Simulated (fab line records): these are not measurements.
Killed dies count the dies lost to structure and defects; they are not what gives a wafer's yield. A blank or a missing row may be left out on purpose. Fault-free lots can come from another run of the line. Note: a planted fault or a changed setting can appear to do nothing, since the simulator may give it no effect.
A struck lot beside a sound one -- flow n5-finfet -- 33 out of 1938 route steps
Sound: the wafers L128.3, L128.4, L128.6. Struck: wafers L135.2, L135.4, L135.6. The cause comes at the end.
At each step with rows: each side's tool, then ch and its chambers, then its first start. Under that, the readings that differ: sound wafers -- struck wafers -- difference of the means -- sigmas: that difference in standard deviations of wafers without a fault.
alike: words and numbers the same on both sides, and readings whose means are apart by under 2 such deviations; not compared: readings that were withheld, readings missing a value for some wafer, numbers with overlapping values and no deviation given by the record, and bounds like >300 which may hide the same value.
A row with sigmas, a row that says differs or no value, or rows on one side alone: a step with any of these is where the two part. Numbers that don't overlap but have no deviation are shown without sigmas and don't part them. A reading missing from all wafers of one side parts the sides only when that side holds two or more wafers.

first, 3 steps without rows for these wafers: N5_BEOL_M8_ECD_50 (material Cu, target thk 300 nm); N5_BEOL_M8_ANNEAL_51 (time 90 s); N5_BEOL_M8_CMP_52 (polishes, stops on SiCOH lowk, t overpolish 6.9 s, target thk 80 nm).
N5_BEOL_M8_THK_MEAS_53: measures by xrf.
  sound: film-metro-01 at day 10 03:35; struck: film-metro-02 at day 11 21:16
  alike: M8_THK
then, 2 steps without rows for these wafers: N5_BEOL_M8_PRE_CLEAN_55 (time 15 s); N5_BEOL_M8_DEP_56 (deposits SiCN from 3MS/NH3, target thk 10 nm, time 17.5 s).
N5_BEOL_M8_RS_MEAS_57: the measuring method here is four-point-probe.
  sound: film-metro-01 at day 10 03:43; struck: film-metro-02 at day 11 21:23
  alike: M8_RS
N5_BEOL_M8_INSPECT_58: inspects for defects (darkfield).
  sound: defect-inspect-02 at day 10 03:44; struck: defect-inspect-01 at day 11 21:25
  alike: raw-defect-count
N5_BEOL_M9_ILD_DEP_00: deposits SiCOH lowk from DEMS/porogen, target thk 308.51 nm, time 58 s.
  sound on pecvd-01 ch 1,2, day 10 03:47; struck on pecvd-01 ch 0,1, day 11 21:27
  alike: chamber-pressure-Torr, heater-power-outer-w, heater-power-w, showerhead-plenum-p-Torr, showerhead-vpp-V, throttle-valve-pct
N5_BEOL_M9_CURE_71: cures SiCOH lowk, time 240 s.
  sound on uv-cure-03 ch 1, day 10 04:01; struck on uv-cure-01 ch 2, day 11 21:49
  alike: lamp-power-pct, wafer_temp_C_max
N5_BEOL_M9_THK_MEAS_01:
  sound: film-metro-01 at day 10 04:22; struck: film-metro-02 at day 11 22:14
  alike: M9_ILD_THK
then, 1 step without rows for these wafers: N5_BEOL_M9_PECVD_70 (deposits SiO2 from TEOS/O2, target thk 20 nm, time 22.7 s).
N5_BEOL_M9_HM_DEP_02: deposits TiN, target thk 20 nm.
  sound: pvd-sputter-01 at day 10 06:54; struck: pvd-sputter-01 at day 11 22:41
  no value came back on the struck wafers for chamber-pressure-pa (Pa), substrate-temp-c (C), throttle-valve-pct (%); on the sound wafers chamber-pressure-pa (Pa) reads 0.5004 0.5011 0.5008
then, 8 steps without rows for these wafers: N5_BEOL_M9_COAT_59 (time 60 s, resist thk 100 nm); N5_BEOL_M9_COAT_60 (time 60 s, resist thk 30 nm); N5_BEOL_M9_COAT_05 (resist thk 90 nm); N5_BEOL_M9_EBR_07; N5_BEOL_M9_SOFTBAKE_06 (time 60 s); N5_BEOL_M9_EXPOSE_08 (exposes mask M9); N5_BEOL_M9_PEB_09 (peb time 60 s); N5_BEOL_M9_DEVELOP_10 (develop time 30 s).
N5_BEOL_M9_CD_MEAS_11: the cd target is 64.1 nm.
  sound on cd-sem-03 ch 0, day 10 07:16; struck on cd-sem-01 ch 0, day 11 23:12
  alike: cd-nm
N5_BEOL_M9_OVL_MEAS_12:
  sound on overlay-02 ch 0, day 10 07:18; struck on overlay-01 ch 0, day 11 23:13
  alike: M9_OVL
N5_BEOL_M9_INSPECT_13: inspects for defects (brightfield).
  sound: defect-inspect-02 at day 10 07:20; struck: defect-inspect-02 at day 11 23:15
  alike: raw-defect-count
then, 1 step without rows for these wafers: N5_BEOL_M9_DESCUM_16 (chemistry O2, time 7.9 s).
N5_BEOL_M9_ETCH_61: etches SiARC in CF4, target depth 39 nm, time 65 s.
  sound on rie-diel-04 ch 0,1,2, day 10 07:23; struck on rie-diel-04 ch 0,2, day 11 23:23
  alike: drypump-motor-current-A, etch-rf-on-time-s, oes-product-au, rf-vpp-V, showerhead-plenum-p-Torr, throttle-valve-pct
  not compared: rf-hours-counter-h
then, 2 steps without rows for these wafers: N5_BEOL_M9_ETCH_62 (etches SOC in N2/H2, target depth 110 nm, overetch 22 nm, time 165 s); N5_BEOL_M9_STRIP_68 (strips in N2/H2).
N5_BEOL_M9_STRIP_67: strips in CF4.
  sound on rie-diel-04 ch 0,1,2, day 10 07:35; struck on rie-diel-04 ch 0,2, day 11 23:35
  alike: drypump-motor-current-A, oes-product-au, rf-vpp-V, showerhead-plenum-p-Torr, throttle-valve-pct
  not compared: rf-hours-counter-h
N5_BEOL_M9_HM_OPEN_17: chemistry Cl2/BCl3, target TiN, target depth 20 nm, overetch 6 nm.
  sound on rie-metal-01 ch 0,1, day 10 07:40; struck on rie-metal-01 ch 0,1, day 11 23:38
reading,sound,struck,difference,sigmas
oes-product-au (a.u.),0.57 0.65 0.64,0.28 0.25 0.25,-0.36,-8
throttle-valve-pct (%),21.93 21.69 21.70,22.35 22.59 22.60,+0.74,+4
model.etch.depth-nm (nm),20.04 19.81 19.98,0 0 0,-20,
  alike: drypump-motor-current-A
  not compared: rf-hours-counter-h
N5_BEOL_M9_STRIP_19: strips in O2.
  sound on rie-diel-05 ch 0,1, day 10 07:44; struck on rie-diel-04 ch 1,2,3, day 11 23:44
  alike: drypump-motor-current-A, oes-product-au, rf-vpp-V, showerhead-plenum-p-Torr, throttle-valve-pct
  not compared: rf-hours-counter-h
N5_BEOL_M9_CD_MEAS_18: pitch 140 nm, target cd 70 nm.
  sound: cd-sem-01 at day 10 07:49; struck: cd-sem-02 at day 11 23:49
reading,sound,struck,difference,sigmas
cd-nm (nm),70.9 69.6 70.0,- - -,no value on the struck wafers,
then, 1 step without rows for these wafers: N5_BEOL_M9_COAT_63 (time 60 s, resist thk 60 nm).

== WHERE THEY PART ==
At N5_BEOL_M9_HM_DEP_02 first; at N5_BEOL_M9_CD_MEAS_18 last (within this record only).

WHY: what had been put in by the simulator
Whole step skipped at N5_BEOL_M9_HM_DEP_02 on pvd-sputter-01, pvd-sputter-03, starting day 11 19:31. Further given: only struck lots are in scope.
